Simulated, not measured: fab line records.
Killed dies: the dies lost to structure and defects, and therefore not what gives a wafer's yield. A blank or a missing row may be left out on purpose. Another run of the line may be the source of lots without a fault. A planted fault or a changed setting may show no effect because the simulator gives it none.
A struck lot beside a sound one / flow n5Finfet / 15 out of 1938 route steps
Sound: wafers L466.1, L466.3, L466.5. Struck: wafer L469.2 (left out: L469.1, a lot-mate that was not struck); the cause follows at the end.
At each step with rows: each side's tool, then ch and its chambers, then its first start. Under that, the readings that differ: sound wafers / struck wafers / difference of the means / sigmas: that difference in standard deviations of wafers without a fault.
alike: same words and numbers on both sides, and readings whose means sit less than 2 such deviations apart. not compared: any withheld reading, any reading some wafer has no value for, any bound like >300 that may hide the same value, and any number with overlapping values for which the record gives no deviation.
A row with sigmas, a row that says differs or no value, or rows on one side alone: a step with any of these is where the two part. When numbers do not overlap yet have no deviation, they are printed without sigmas and do not part them. A reading missing from all wafers of one side parts the sides only when that side holds two or more wafers.

first, 4 steps without rows for these wafers: N5_BEOL_M4_SOFTBAKE_23 (time 60 s); N5_BEOL_M4_EXPOSE_25 (exposes mask V3, defocus 5 nm); N5_BEOL_M4_PEB_26 (peb time 60 s); N5_BEOL_M4_DEVELOP_27 (develop time 30 s).
N5_BEOL_M4_CD_MEAS_28: target cd 26.2 nm, target cd y 24.1 nm.
  sound on cdSem-02 ch 0, day 9 22:37; struck on cdSem-01 ch 0, day 10 10:13
  alike: cdNm
N5_BEOL_M4_OVL_MEAS_29:
  sound on overlay-02 ch 0, day 9 22:39; struck on overlay-02 ch 0, day 10 10:14
  alike: V3_OVL
N5_BEOL_M4_INSPECT_30: inspects for defects (brightfield).
  sound on defectInspect-01, day 9 22:43; struck on defectInspect-01, day 10 10:18
  alike: rawDefectCount
N5_BEOL_M4_DESCUM_33: chemistry O2, time 7 s.
  sound on rieDiel-05 ch 1,2,3, day 9 23:04; struck on rieDiel-06 ch 1, day 10 10:29
reading=rfVppV (V); sound=244.5 243.2 244.6; struck=240.6; difference=-3.5; sigmas=-3
  alike: drypumpMotorCurrentA, oesProductAu, showerheadPlenumPTorr, throttleValvePct
  not compared: rfHoursCounterH
N5_BEOL_M4_ETCH_77: etches underlayer in N2/H2, target depth 6.5 nm, time 5.2 s.
  sound on rieDiel-05 ch 1,2,3, day 9 23:06; struck on rieDiel-06 ch 1, day 10 10:32
  alike: drypumpMotorCurrentA, etchRfOnTimeS, oesProductAu, rfVppV, showerheadPlenumPTorr, throttleValvePct
  not compared: rfHoursCounterH
N5_BEOL_M4_ETCH_69: etches SiARC in CF4, target depth 15.6 nm, time 26 s.
  sound on rieDiel-05 ch 1,2,3, day 9 23:07; struck on rieDiel-06 ch 1, day 10 10:32
  alike: drypumpMotorCurrentA, etchRfOnTimeS, oesProductAu, rfVppV, showerheadPlenumPTorr, throttleValvePct
  not compared: rfHoursCounterH
N5_BEOL_M4_ALD_98: deposits SiO2, target thk 2.5 nm, pulse time 1 s, co reactant pulse time 1 s.
  sound on aldSin-03 ch 0,1,2, day 9 23:12; struck on aldSin-03 ch 1, day 10 12:04
  alike: chamberPressureTorr, heaterPowerW, precursorPulseHeightRel
N5_BEOL_M4_ETCHBACK_99: etches SiO2 in CHF3, target depth 5 nm, time 10.4 s.
  sound on rieDiel-05 ch 0,3, day 9 23:46; struck on rieDiel-05 ch 1, day 11 16:37
  alike: drypumpMotorCurrentA, oesProductAu, rfVppV, showerheadPlenumPTorr, throttleValvePct
  not compared: rfHoursCounterH
N5_BEOL_M4_ETCH_70: etches SOC in N2/H2, target depth 80 nm, overetch 24 nm, time 130 s.
  sound on rieDiel-05 ch 0,3, day 9 23:49; struck on rieDiel-05 ch 1, day 11 16:39
reading=model.SiARC_of_BEOL_M4_COAT_68.thkNm (nm); sound=5.8 5.4 6; struck=6.6; difference=+0.9; sigmas=
  alike: drypumpMotorCurrentA, oesProductAu, rfVppV, showerheadPlenumPTorr, throttleValvePct
  not compared: rfHoursCounterH
then, 1 step without rows for these wafers: N5_BEOL_M4_STRIP_71 (strips in N2/H2).
N5_BEOL_M4_RC_MEAS_101:
  sound on prober-02 ch 0, day 10 03:49; struck on prober-02 ch 0, day 11 21:07
  alike: DIBL_N, DIBL_P, IOFF_N, IOFF_P, ION_N, ION_P, SS_N, SS_P, VT_N, VT_P

## WHERE THEY PART
N5_BEOL_M4_DESCUM_33 only, going by this record. Later steps at which nothing parts them and some readings are alike: N5_BEOL_M4_ETCH_77, N5_BEOL_M4_ETCH_69, N5_BEOL_M4_ALD_98, N5_BEOL_M4_ETCHBACK_99, N5_BEOL_M4_ETCH_70, N5_BEOL_M4_RC_MEAS_101.

WHY: whatever the simulator had introduced
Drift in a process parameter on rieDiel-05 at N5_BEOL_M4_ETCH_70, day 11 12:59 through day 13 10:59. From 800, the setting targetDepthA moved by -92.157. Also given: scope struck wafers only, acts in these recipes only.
